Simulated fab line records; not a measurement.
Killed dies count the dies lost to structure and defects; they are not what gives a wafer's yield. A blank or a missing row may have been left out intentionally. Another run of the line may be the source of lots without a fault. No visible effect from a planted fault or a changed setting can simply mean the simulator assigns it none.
Split-lot trial	flow n5-finfet	7 lots, 21 wafers read, on a route of 1938 steps

SPLIT DETAILS
At N5_BEOL_M0_ETCH_128 (etches SiCN in CF4/N2, target depth 12 nm, overetch 5.1 nm, time 21.4 s), the setting source-w was moved away from the recipe's 430 W on 7 of the 21 wafers read, by -14.8% to +15.8%. This setting was run at the recipe's value on the other wafers.

The reading comes from the split's own step.

THE READING
rf-vpp-V, in V, at N5_BEOL_M0_ETCH_128 (etches SiCN in CF4/N2, target depth 12 nm, overetch 5.1 nm, time 21.4 s). A value of 381.9 V with a standard deviation of 1.5 V is what fault-free wafers of this fab line usually give.

wafer	tool, chamber at the split	source-w as run, W	against the recipe	rf-vpp-V, V	against lot-mates on the recipe
L076.2	rie-diel-04, 3	430	recipe	384.2	-
L076.4	rie-diel-04, 2	430	recipe	378.5	-
L076.6	rie-diel-04, 3	430	recipe	384.7	-
L083.1	rie-diel-05, 3	388	-9.8%	394.1	no lot-mate on the recipe
L083.4	rie-diel-05, 2	388	-9.8%	396.9	no lot-mate on the recipe
L083.5	rie-diel-05, 3	388	-9.8%	393.5	no lot-mate on the recipe
L085.1	rie-diel-01, 3	430	recipe	382.1	-
L085.5	rie-diel-01, 3	430	recipe	382.3	-
L085.6	rie-diel-01, 2	430	recipe	381.1	-
L086.2	rie-diel-01, 2	430	recipe	381.3	-
L086.3	rie-diel-01, 0	394.9	-8.2%	389.9	+8.6
L086.6	rie-diel-01, 0	394.9	-8.2%	391.8	+10.5
L088.2	rie-diel-01, 1	430	recipe	384.0	-
L088.3	rie-diel-01, 2	497.8	+15.8%	363.4	-19.4
L088.4	rie-diel-01, 2	430	recipe	381.6	-
L089.2	rie-diel-01, 1	430	recipe	383.8	-
L089.4	rie-diel-01, 0	430	recipe	381.6	-
L089.6	rie-diel-01, 1	366.2	-14.8%	404.3	+21.6
L096.1	rie-diel-05, 3	430	recipe	380.0	-
L096.2	rie-diel-05, 0	430	recipe	380.9	-
L096.6	rie-diel-05, 0	430	recipe	380.3	-

THE FIT
A straight line over all 21 wafers: rf-vpp-V changes by -1.29 V for each +1% of source-w; r = -0.97; the points scatter about the line by 1.9 V.
The same after taking each lot's own level away (the mean of its wafers on the recipe; 18 wafers): -1.3 V for each +1%; r = -0.98; scatter 1.6 V.
Per that fit: largest source-w move, reading shift of 20 V.
From 380.40 to 382.80 V: that is the span of the lots' own levels, equal to 1.6 times the standard deviation above.
So the lot-to-lot level changes the slope little: the two slopes agree.
Check: -21.5 V against its lot-mates is what the line predicts for one of the wafers moved furthest among these (+15.8%) when that wafer is left out of the fit. It came out at -19.4 V against them.
Tool readings at the split's step, against how far the setting was moved: rf-vpp-V r = -0.97.

THESE WAFERS: OTHER SPLITS
These wafers also went through other splits before the reading. Each is held against what the fit with the lots' levels taken away leaves over:
other split on the same wafers	wafers away from the commonest value	r with rf-vpp-V (lot level and that fit taken away)
N5_GATE_CUT_EXPOSE_10 dose-mj	8	-0.06
N5_GATE_CUT_CUT_ETCH_54 Cl2_flow_sccm	5	-0.10
N5_GATE_CUT_ALD_22 ald-cycles	6	-0.02
N5_MOL_CONTACT_COAG_ALD_133 ald-cycles	7	+0.40

THE FILE'S OWN FIT
rf-vpp-V changes by -1.32 V for each +1% of source-w, r = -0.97.
